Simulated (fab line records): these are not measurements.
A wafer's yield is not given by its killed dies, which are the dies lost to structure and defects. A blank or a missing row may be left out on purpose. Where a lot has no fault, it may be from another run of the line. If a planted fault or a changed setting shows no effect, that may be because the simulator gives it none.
The tool behind it: which one? || flow n5_finfet || 12 lots, 36 wafers sampled, at 3 steps of a route of 1938

## WHAT THE GAUGES READ, wafer by wafer
N5_BEOL_M12_THK_MEAS_01.
{"lot": "L074", "measured": "day 11 02:36", "on": "film_metro-01", "M12_ILD_THK (nm)": "645 646 660"}
{"lot": "L078", "measured": "day 11 21:38", "on": "film_metro-01", "M12_ILD_THK (nm)": "660 655 670"}
{"lot": "L080", "measured": "day 11 23:59", "on": "film_metro-01", "M12_ILD_THK (nm)": "661 660 670"}
{"lot": "L081", "measured": "day 12 06:53", "on": "film_metro-01", "M12_ILD_THK (nm)": "662 649 655"}
{"lot": "L084", "measured": "day 13 10:06", "on": "film_metro-01", "M12_ILD_THK (nm)": "651 664 677"}
{"lot": "L083", "measured": "day 13 10:26", "on": "film_metro-01", "M12_ILD_THK (nm)": "662 658 660"}
{"lot": "L087", "measured": "day 13 17:16", "on": "film_metro-01", "M12_ILD_THK (nm)": "657 661 667"}
{"lot": "L091", "measured": "day 14 23:08", "on": "film_metro-01", "M12_ILD_THK (nm)": "646 641 662"}
{"lot": "L090", "measured": "day 15 04:51", "on": "film_metro-01", "M12_ILD_THK (nm)": "661 664 655"}
{"lot": "L092", "measured": "day 15 13:03", "on": "film_metro-01", "M12_ILD_THK (nm)": "656 660 670"}
{"lot": "L094", "measured": "day 16 06:44", "on": "film_metro-02", "M12_ILD_THK (nm)": "648 638 656"}
{"lot": "L097", "measured": "day 16 13:08", "on": "film_metro-02", "M12_ILD_THK (nm)": "650 653 660"}

## TOOL THAT RAN EACH LOT (tool first, then ch and the chambers of the sampled wafers, then the start)
{"lot": "L074", "N5_BEOL_M11_DEGAS_44": "pvd_sputter-01, day 11 00:51", "N5_BEOL_M12_ILD_DEP_00": "pecvd-01 ch 0,1, day 11 02:28"}
{"lot": "L078", "N5_BEOL_M11_DEGAS_44": "pvd_sputter-01, day 11 19:24", "N5_BEOL_M12_ILD_DEP_00": "pecvd-02 ch 0,2, day 11 21:30"}
{"lot": "L080", "N5_BEOL_M11_DEGAS_44": "pvd_sputter-03, day 11 21:49", "N5_BEOL_M12_ILD_DEP_00": "pecvd-02 ch 0,1,2, day 11 23:51"}
{"lot": "L081", "N5_BEOL_M11_DEGAS_44": "pvd_sputter-03, day 12 05:06", "N5_BEOL_M12_ILD_DEP_00": "pecvd-04 ch 0,1, day 12 06:45"}
{"lot": "L084", "N5_BEOL_M11_DEGAS_44": "pvd_sputter-02, day 13 08:14", "N5_BEOL_M12_ILD_DEP_00": "pecvd-01 ch 0,2, day 13 09:58"}
{"lot": "L083", "N5_BEOL_M11_DEGAS_44": "pvd_sputter-01, day 13 08:30", "N5_BEOL_M12_ILD_DEP_00": "pecvd-04 ch 0,1,2, day 13 10:20"}
{"lot": "L087", "N5_BEOL_M11_DEGAS_44": "pvd_sputter-01, day 13 15:29", "N5_BEOL_M12_ILD_DEP_00": "pecvd-02 ch 0,2, day 13 17:08"}
{"lot": "L091", "N5_BEOL_M11_DEGAS_44": "pvd_sputter-01, day 14 20:57", "N5_BEOL_M12_ILD_DEP_00": "pecvd-01 ch 1,2, day 14 23:01"}
{"lot": "L090", "N5_BEOL_M11_DEGAS_44": "pvd_sputter-03, day 15 01:02", "N5_BEOL_M12_ILD_DEP_00": "pecvd-02 ch 0,1,2, day 15 04:43"}
{"lot": "L092", "N5_BEOL_M11_DEGAS_44": "pvd_sputter-03, day 15 10:34", "N5_BEOL_M12_ILD_DEP_00": "pecvd-04 ch 0,1,2, day 15 12:55"}
{"lot": "L094", "N5_BEOL_M11_DEGAS_44": "pvd_sputter-02, day 16 04:43", "N5_BEOL_M12_ILD_DEP_00": "pecvd-01 ch 0,1,2, day 16 06:37"}
{"lot": "L097", "N5_BEOL_M11_DEGAS_44": "pvd_sputter-02, day 16 10:55", "N5_BEOL_M12_ILD_DEP_00": "pecvd-02 ch 0,2, day 16 13:00"}
- N5_BEOL_M11_DEGAS_44: time 60 s.
- N5_BEOL_M12_ILD_DEP_00: deposits SiOC from DEMS/O2, target thk 658.92 nm, time 130.7 s.

## THE ANSWER, worked out from the rows above alone
Rule: the usual values come from the lots themselves. The widest of any qualifying gaps counts: lots, ordered by their means at a reading, are off when they make up no more than a third of the lots, leave a main group of 4 or more, and stand apart from it by 3 or more times the standard deviation of that group's means. A main group whose means are all the same, to the digits that the tables above print for the reading, isn't used. Also off: a lot with no number at a reading for which 4 or more lots have one. Where the step has rows for the other lots, those lots are counted as sound.
No lot is off on any of the readings shown, so nothing can be concluded from this.

## WHAT THE SIMULATOR HAD PUT IN
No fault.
